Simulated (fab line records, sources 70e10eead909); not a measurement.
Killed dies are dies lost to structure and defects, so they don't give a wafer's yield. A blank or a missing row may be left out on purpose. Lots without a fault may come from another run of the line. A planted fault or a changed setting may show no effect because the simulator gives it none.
fab line records | flow nand_harc
record lots=4 wafers=12 last_day=31
route steps=1302 shown A_ONON_D2@558 A_CHANNEL_HOLE_D2@570 END@1302
lots that met no fault: from a run of the same line without faults
start_h: hours from the record's first day to the start of the lot's first wafer shown | wait_h: hours since the lot's step before | " the same as in the row above | L1.1+2: a row that stands for several wafers | - no value, or no start given | * or withheld: withheld | < > ~ a bound
route shown NAME@n: a module of which the file shows steps, and the number in the route of the first | usual: mean/standard deviation of fault-free wafers | same: alike in all rows | chamber/n: place in a boat | sites: the reading at each site | _std_site: their standard deviation | _edge_site: outer sites' mean less inner sites' | radius_mm: how far each site lies from the wafer's centre | mask NAME#n: copy n | behind: the tool/chamber that last shaped the wafer | hold: why the lot was held/for how many hours/how that ended | device: the transistor (n, p or np) that didn't switch | end of line: the same wafers' tests at the end of the route | a step without rows: its recipe alone | killed: dies lost to structure and defects at the first sort, not the wafer's yield | map: a wafer's dies, x killed, . not, _ none there
set.NAME: the setting as run; set.NAME@STEP: as run at that earlier step | model.NAME: the simulator's own value behind a step, which no gauge read
lots at some steps of the route; a table a step, a row a wafer
services: from which hour (start_h, from the record's first day; less than 0 if before it) a tool's chamber was out of use, for how many hours, and why
## steps
# step NHARC_A_ONON_D2_DEP_19
# recipe target_thk_a=10000 n2_flow_sccm=2750 n2o_flow_sccm=2000 nh3_flow_sccm=500 sih4_flow_sccm=210 temp_c=400
# step NHARC_A_ONON_D2_DEP_22
# recipe target_thk_a=10000 n2_flow_sccm=2750 n2o_flow_sccm=2000 nh3_flow_sccm=500 sih4_flow_sccm=210 temp_c=400
# step NHARC_A_ONON_D2_DEP_25
# recipe target_thk_a=10000 n2_flow_sccm=2750 n2o_flow_sccm=2000 nh3_flow_sccm=500 sih4_flow_sccm=210 temp_c=400
# step NHARC_A_ONON_D2_DEP_28
# recipe target_thk_a=10000 n2_flow_sccm=2750 n2o_flow_sccm=2000 nh3_flow_sccm=500 sih4_flow_sccm=210 temp_c=400
# step NHARC_A_ONON_D2_DEP_33
# recipe target_thk_a=2000 temp_c=400 pressure_torr=6.5 rf_w=900 teos_flow_sccm=161.4 flow_sccm=2650 target_thk_nm=200 gas=O2 material=SiO2
# step NHARC_A_CHANNEL_HOLE_D2_DEP_00
# recipe target_thk_a=31000 temp_c=400 material=aC
# usual susceptor_temp_C=400.02/0.24 throttle_valve_pct=34.999/0.01
# columns lot.wafer tool chamber start_h wait_h susceptor_temp_C throttle_valve_pct
L458.3 acl_dep-01 0 359.68 0.7 400.16 35.004
L458.5 " 0 " " 399.73 35.022
L458.6 " 0 " " 399.84 35.002
L461.1 acl_dep-01 0 401.60 2.7 - 35.018
L461.4 " 0 " " - 34.991
L461.5 " 0 " " - 35.020
L462.1 acl_dep-01 0 404.46 0.1 400.25 35.009
L462.2 " 0 " " 400.08 34.973
L462.6 " 0 406.04 1.6 400.20 35.000
L470.1 acl_dep-01 0 483.09 0.1 - 35.001
L470.2 " 0 " " - 34.982
L470.3 " 0 " " - 35.014
# step NHARC_A_CHANNEL_HOLE_D2_DEP_01
# recipe target_thk_a=1400 target_thk_nm=140 temp_c=400 pressure_torr=3.5 flow_sccm=200 rf_w=350 material=SiON
# step NHARC_A_CHANNEL_HOLE_D2_DEHYDRATE_02
# recipe temp_c=150 time_s=120
# step NHARC_A_CHANNEL_HOLE_D2_HMDS_03
# recipe time_s=30
# step NHARC_A_CHANNEL_HOLE_D2_COAT_36
# recipe temp_c=260 time_s=75
# step NHARC_A_CHANNEL_HOLE_D2_COAT_37
# recipe temp_c=225 time_s=65
# step NHARC_A_CHANNEL_HOLE_D2_COAT_04
# recipe spin_rpm=1500 resist_thk_nm=90
# step NHARC_A_CHANNEL_HOLE_D2_SOFTBAKE_05
# recipe temp_c=105 time_s=55
# step NHARC_A_CHANNEL_HOLE_D2_EBR_06
# step NHARC_A_CHANNEL_HOLE_D2_EXPOSE_07
# recipe na=1.35 target_cd_nm=100 sigma_outer=0.3 dose_mj=59.65 mask_id=HOLE_D2
# step NHARC_A_CHANNEL_HOLE_D2_PEB_08
# recipe peb_temp_c=100 peb_time_s=65
# step NHARC_A_CHANNEL_HOLE_D2_DEVELOP_09
# recipe develop_time_s=35 dev_temp_c=23
# step NHARC_A_CHANNEL_HOLE_D2_INSPECT_12
# usual raw_defect_count=27/21
# columns lot.wafer tool chamber start_h wait_h raw_defect_count
L458.3 defect_inspect-02 - 361.85 0.0 52
L458.5 " - " " 52
L458.6 " - " " 48
L461.1 defect_inspect-02 - 404.35 0.0 495
L461.4 " - " " 490
L461.5 " - " " 476
L462.1 defect_inspect-02 - 407.23 0.0 476
L462.2 " - " " 519
L462.6 " - " " 497
L470.1 defect_inspect-01 - 485.81 0.0 12
L470.2 " - " " 18
L470.3 " - " " 13
# step NHARC_A_CHANNEL_HOLE_D2_DESCUM_15
# recipe time_s=3 o2_flow_sccm=200 ar_flow_sccm=0 bias_power_w=0 chemistry=O2
# step NHARC_A_CHANNEL_HOLE_D2_ETCH_38
# recipe target_depth_a=390 over_etch_frac=0.3 time_s=65 ion_energy_ev=80 cf4_flow_sccm=150 ar_flow_sccm=0 rf_w=300 bias_w=100 chemistry=CF4
# step NHARC_A_CHANNEL_HOLE_D2_ETCH_39
# recipe target_depth_a=2600 over_etch_frac=0.3 time_s=325 ion_energy_ev=200 n2_flow_sccm=150 h2_flow_sccm=150 ar_flow_sccm=0 rf_w=400 bias_w=150 chemistry=N2/H2
# step NHARC_A_CHANNEL_HOLE_D2_ETCH_34
# recipe target_depth_a=1540 time_s=77 cf4_flow_sccm=100 chf3_flow_sccm=30 ar_flow_sccm=0 rf_w=500 bias_w=200 chemistry=CF4/CHF3
# step NHARC_A_CHANNEL_HOLE_D2_ETCH_16
# recipe target_depth_a=31000 over_etch_frac=0.3 time_s=806 ion_energy_ev=150 o2_flow_sccm=400 cos_flow_sccm=20 ar_flow_sccm=0 rf_w=500 bias_w=300 chemistry=O2/COS
# step NHARC_A_CHANNEL_HOLE_D2_ETCH_19
# recipe bias_v=1200 source_w=2500 pressure_mtorr=15 time_s=34.5 ar_flow_sccm=375 c4f8_flow_sccm=28.8 o2_flow_sccm=96.2 temp_c=-20 target_depth_a=* chemistry=C4F8/O2/Ar
# step NHARC_A_CHANNEL_HOLE_D2_ETCH_20
# recipe bias_v=3000 source_w=withheld pressure_mtorr=20 time_s=361.9 ar_flow_sccm=375 c4f8_flow_sccm=89.3 o2_flow_sccm=35.7 temp_c=-20 target_depth_a=16000 chemistry=C4F8/O2/Ar
# step NHARC_A_CHANNEL_HOLE_D2_ETCH_21
# recipe bias_v=3000 source_w=withheld pressure_mtorr=20 time_s=514.3 ar_flow_sccm=375 c4f8_flow_sccm=89.3 o2_flow_sccm=35.7 temp_c=-20 target_depth_a=16000 chemistry=C4F8/O2/Ar
# step NHARC_A_CHANNEL_HOLE_D2_ETCH_22
# recipe bias_v=3000 source_w=withheld pressure_mtorr=20 time_s=666.7 ar_flow_sccm=375 c4f8_flow_sccm=89.3 o2_flow_sccm=35.7 temp_c=-20 target_depth_a=16000 chemistry=C4F8/O2/Ar
# step NHARC_A_CHANNEL_HOLE_D2_ETCH_23
# recipe bias_v=5000 source_w=withheld pressure_mtorr=20 time_s=819 ar_flow_sccm=375 c4f8_flow_sccm=89.3 o2_flow_sccm=35.7 temp_c=-20 target_depth_a=16000 chemistry=C4F8/O2/Ar
# step NHARC_A_CHANNEL_HOLE_D2_ETCH_24
# recipe bias_v=5000 source_w=withheld pressure_mtorr=20 time_s=906.2 ar_flow_sccm=375 c4f8_flow_sccm=93.8 o2_flow_sccm=31.2 temp_c=-20 target_depth_a=15000 chemistry=C4F8/O2/Ar
# step NHARC_A_CHANNEL_HOLE_D2_ETCH_25
# recipe bias_v=5000 source_w=withheld pressure_mtorr=20 time_s=1040.2 ar_flow_sccm=375 c4f8_flow_sccm=93.8 o2_flow_sccm=31.2 temp_c=-20 target_depth_a=15000 chemistry=C4F8/O2/Ar
# step NHARC_A_CHANNEL_HOLE_D2_ETCH_26
# recipe bias_v=300 source_w=2000 pressure_mtorr=30 time_s=224.1 ar_flow_sccm=375 c4f8_flow_sccm=11.4 o2_flow_sccm=113.6 temp_c=-20 target_depth_a=3000 chemistry=C4F8/O2/Ar
# step NHARC_A_CHANNEL_HOLE_D2_ETCH_27
# recipe bias_v=400 source_w=2000 pressure_mtorr=25 time_s=90 ar_flow_sccm=375 c4f8_flow_sccm=41.7 o2_flow_sccm=83.3 temp_c=-20 target_depth_a=4000 chemistry=C4F8/O2/Ar
# step NHARC_A_CHANNEL_HOLE_D2_INSPECT_40
# usual raw_defect_count=271/85
# columns lot.wafer tool chamber start_h wait_h raw_defect_count
L458.3 defect_inspect-01 - 368.85 - 349
L458.5 " - " " 359
L458.6 " - " " 374
L461.1 defect_inspect-01 - 411.32 - 711
L461.4 " - " " 635
L461.5 " - " " 665
L462.1 defect_inspect-01 - 414.16 - 671
L462.2 " - " " 690
L462.6 " - " " 710
L470.1 defect_inspect-02 - 492.78 - 311
L470.2 " - " " 386
L470.3 " - " " 288
# step NHARC_END_SORT_01
# recipe temp_c=25
# usual killed_at_array=44/16 killed_at_other=0.6/1.1 killed_at_periphery=3.9/2.6 killed_dies=48/16 killed_open=3.1/1.9 killed_short=2.4/1.8
# same gross_dies=677
# columns lot.wafer tool chamber start_h wait_h killed_at_array killed_at_other killed_at_periphery killed_dies killed_open killed_short
L461.1 prober-02 0 667.87 2.5 131 3 3 137 3 5
L461.4 prober-02 0 670.27 3.4 128 2 2 132 2 1
L461.5 prober-02 0 671.07 3.7 119 0 5 124 3 4
L462.1 prober-01 0 667.87 2.5 96 0 2 98 2 5
L462.2 prober-01 0 668.67 2.8 114 0 2 116 4 5
L462.6 prober-01 0 671.86 4.0 102 1 1 104 6 3
# killed by level:class
L461.1 A_CHANNEL_HOLE_D2:unspecified=82 A_SLIT:chamber_film_flake=19 A_CHANNEL_HOLE_D2:chamber_film_flake=11 A_STAIRCASE:chamber_film_flake=5 A_WL_FILL:chamber_film_flake=4 THIN_TSV:chamber_film_flake=3 P_CONTACT:geometric_particle:short=2 A_ONON_D1:geometric_particle:short=2
L462.1 A_CHANNEL_HOLE_D2:unspecified=76 A_CHANNEL_HOLE_D1:chamber_film_flake=6 A_SLIT:chamber_film_flake=3 A_STAIRCASE:chamber_film_flake=2 A_WL_FILL:chamber_film_flake=2 A_CONTACT:chamber_film_flake=2 P_M0:geometric_particle:short=1 P_M1:geometric_particle:short=1
L462.2 A_CHANNEL_HOLE_D2:unspecified=87 A_CHANNEL_HOLE_D1:chamber_film_flake=8 A_STAIRCASE:chamber_film_flake=5 A_ONON_D1:geometric_particle:short=2 A_CHANNEL_FILL_D1:chamber_film_flake=2 A_CONTACT:chamber_film_flake=2 P_CONTACT:geometric_particle:open=1 A_ONON_D1:geometric_particle:open=1
L461.4 A_CHANNEL_HOLE_D2:unspecified=86 A_SLIT:chamber_film_flake=14 A_CHANNEL_HOLE_D2:chamber_film_flake=10 A_STAIRCASE:chamber_film_flake=7 A_CHANNEL_HOLE_D1:chamber_film_flake=3 A_CONTACT:chamber_film_flake=3 THIN_TSV:chamber_film_flake=2 A_ONON_D2:geometric_particle:open=1
L461.5 A_CHANNEL_HOLE_D2:unspecified=81 A_CHANNEL_HOLE_D2:chamber_film_flake=11 A_SLIT:chamber_film_flake=11 A_STAIRCASE:chamber_film_flake=6 A_SOURCE_PLATE:geometric_particle:short=2 P_ZERO_WELL:chamber_film_flake=2 A_CONTACT:chamber_film_flake=2 P_GATE:geometric_particle:open=1
L462.6 A_CHANNEL_HOLE_D2:unspecified=78 A_CHANNEL_FILL_D1:chamber_film_flake=4 A_ONON_D1:geometric_particle:open=3 A_CHANNEL_HOLE_D1:chamber_film_flake=3 A_CONTACT:chamber_film_flake=3 A_STAIRCASE:chamber_film_flake=3 A_WL_FILL:chamber_film_flake=2 A_CHANNEL_FILL_D1:geometric_particle:short=1
# map L461.1 (x killed, . not)
____________.____________
_________......._________
_______..........._______
______.............______
_____.............x._____
____.................____
____...............x.____
___........x..........___
___.....x........x..x.___
__.....xxxxx.......xx.x__
__.....xxxxx..........x__
_...xxxxxxxx..x.......xx_
_...xxxxxxxx..........xx_
_....xxxxxxx....x.x....x_
_...xxxxxxxxx..x.......x_
_....xxxxxxxx..........._
.....xxxxxxxx............
....xxxxxxx.x..x.......x.
.....xxxxxxxx............
....x..xxxxxx............
.......xx.x...........x..
_........x............x._
_....x.................._
_......................._
_.........x............._
_......................._
__.............x.......__
__.....................__
___........x..........___
___....x.x............___
____...x.............____
____.................____
_____..x.xx.x......._____
______...xxx.xx....______
_______...xxxxx..._______
_________xxxxxx._________
____________x____________
# map L462.2 (x killed, . not)
____________.____________
_________......._________
_______..........._______
______...x.........______
_____.......x......._____
____..x..............____
____.................____
___...xx.xx...........___
___....xx.............___
__....x..x.x...........__
__...xxxxx.............__
_.....xxxxxxx..........._
_....xxxxxxx............_
_....xxxxxxxx..........._
_..x.xxxxxxxxx.........._
_x..xxxxxxxxx..........._
....xxxxxxxxx............
......xxxxxx.....x..x....
....xxxxxxxxx............
......xxxxxx.............
.......xxx...............
_.....xx.x.x............_
_......................._
_...................x..._
_...............x......._
_......................._
__.....................__
__..............x......__
___.......x...........___
___...................___
____xx...............____
____.x......x........____
_____......x....x..._____
______....x.x......______
_______.xx..x....._______
_________xx..x.._________
____________.____________
## services
# columns tool chamber start_h hours kind
acl_dep-01 - 374.64 13.0 pm
## key
first_sign step=NHARC_A_CHANNEL_HOLE_D2_INSPECT_12 reading=raw_defect_count direction=up sigmas=23 usual=27 struck=492
effect step=NHARC_A_CHANNEL_HOLE_D2_INSPECT_40 reading=raw_defect_count direction=up sigmas=4.8 usual=271 struck=680
effect step=NHARC_END_SORT_01 reading=killed_at_array direction=up sigmas=4.5 usual=44 struck=115
more_kills_born_at NHARC_A_CHANNEL_HOLE_D2_DEP_00@acl_dep-01=490
met_at NHARC_A_CHANNEL_HOLE_D2_DEP_00
struck_wafers L461.1,L461.4,L461.5,L462.1,L462.2,L462.6
tester_left_out L461,L462
fault kind=chamber_particle_source tool=acl_dep-01 chamber=- onset_h=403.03 steps=NHARC_A_CHANNEL_HOLE_D2_DEP_00 rate_per_visit_cm2=0.74749 end_h=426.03
# tester_left_out: of these lots the tester's yield and bins aren't shown, on N5 and GAA mostly nor the transistor test; their killed dies are dies lost to structure and defects alone, not to doping, threshold or leakage, so they don't give the yield
